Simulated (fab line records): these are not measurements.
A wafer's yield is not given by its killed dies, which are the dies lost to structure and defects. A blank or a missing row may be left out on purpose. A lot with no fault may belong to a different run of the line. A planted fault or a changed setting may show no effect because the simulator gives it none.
A struck lot beside a sound one || flow nand-harc || 13 steps out of a route of 1302
Sound: wafers L295.1, L295.2, L295.5. Wafers L286.1, L286.5, L286.6 were the ones struck. The cause comes at the end.
Order at every step that has rows: each side's tool, ch and its chambers, its first start. Under that, the readings that differ: sound wafers || struck wafers || difference of the means || sigmas: that difference in standard deviations of wafers without a fault.
alike: same words and numbers on both sides, and readings whose means sit less than 2 such deviations apart. not compared: any withheld reading, any reading some wafer has no value for, any bound like >300 that may hide the same value, and any number with overlapping values for which the record gives no deviation.
A row with sigmas, a row that says differs or no value, or rows on one side alone: a step with any of these is where the two part. Numbers that have no deviation but don't overlap get no sigmas and don't part them. A reading missing from all wafers of one side parts the sides only when that side holds two or more wafers.

NHARC_A_STAIRCASE_DEP_417: deposits Si3N4, target thk 60 nm.
  sound on pecvd-04 ch 0,1, day 25 07:07; struck on pecvd-03 ch 0,2, day 21 10:49
{"reading": "heater-power-w (W)", "sound": "753 657 547", "struck": "983 739 983", "difference": "+249", "sigmas": "+2"}
then, 3 steps without rows for these wafers: NHARC_A_STAIRCASE_WET_418 (chemistry H3PO4, target depth 20 nm); NHARC_A_STAIRCASE_PRECLEAN_419 (cleans in SC1); NHARC_A_STAIRCASE_SRD_421.
NHARC_A_STAIRCASE_ALD_420: deposits SiO2, target thk 20 nm, pulse time 6 s, ald cycles 200.
  sound on ald-hk-03 ch 0,2,3, day 25 10:08; struck on ald-hk-02 ch 1,2,3, day 21 12:53
  alike: heater-power-w, precursor-pulse-height-rel
then, 1 step without rows for these wafers: NHARC_A_STAIRCASE_CVD_552 (deposits SiNx, target thk 40 nm).
NHARC_A_STAIRCASE_DEP_151: deposits SiO2, target thk 7200 nm.
  sound on pecvd-04 ch 1,2, day 25 17:55; struck on pecvd-03 ch 0,1,2, day 21 19:06
  alike: heater-power-w, mfc-precursor-sccm
then, 1 step without rows for these wafers: NHARC_A_STAIRCASE_ANNEAL_320 (time 1800 s).
NHARC_A_STAIRCASE_DEP_322: deposits SiO2, target thk 7200 nm.
  sound on pecvd-04 ch 1,2, day 26 04:38; struck on pecvd-02 ch 0,2, day 22 01:56
  alike: heater-power-w, mfc-precursor-sccm
then, 1 step without rows for these wafers: NHARC_A_STAIRCASE_ANNEAL_323 (time 1800 s).
NHARC_A_STAIRCASE_DEP_325: deposits SiO2, target thk 7200 nm.
  sound on pecvd-02 ch 0,1, day 26 13:10; struck on pecvd-02 ch 0,2, day 22 09:26
{"reading": "mfc-precursor-sccm (sccm)", "sound": "199.0 200.8 200.1", "struck": "256.1 255.0 256.4", "difference": "+55.9", "sigmas": "+95"}
  alike: heater-power-w
then, 1 step without rows for these wafers: NHARC_A_STAIRCASE_ANNEAL_326 (time 1800 s).
-- jump in the record: it breaks off in module A_STAIRCASE and resumes in module END (first step shown: number 1302 of the route), and 6 days separate the struck wafers' starts before and after --
NHARC_END_SORT_01:
  sound on prober-01 ch 0, day 32 17:36; struck on prober-01 ch 0, day 27 23:11
  alike: killed-at-array, killed-at-other, killed-at-periphery, killed-dies, killed-open, killed-short

WHERE THEY PART
First at NHARC_A_STAIRCASE_DEP_417; last, within this record, at NHARC_A_STAIRCASE_DEP_325. Later steps at which nothing parts them and some readings are alike: NHARC_END_SORT_01.

WHY: what had been put in by the simulator
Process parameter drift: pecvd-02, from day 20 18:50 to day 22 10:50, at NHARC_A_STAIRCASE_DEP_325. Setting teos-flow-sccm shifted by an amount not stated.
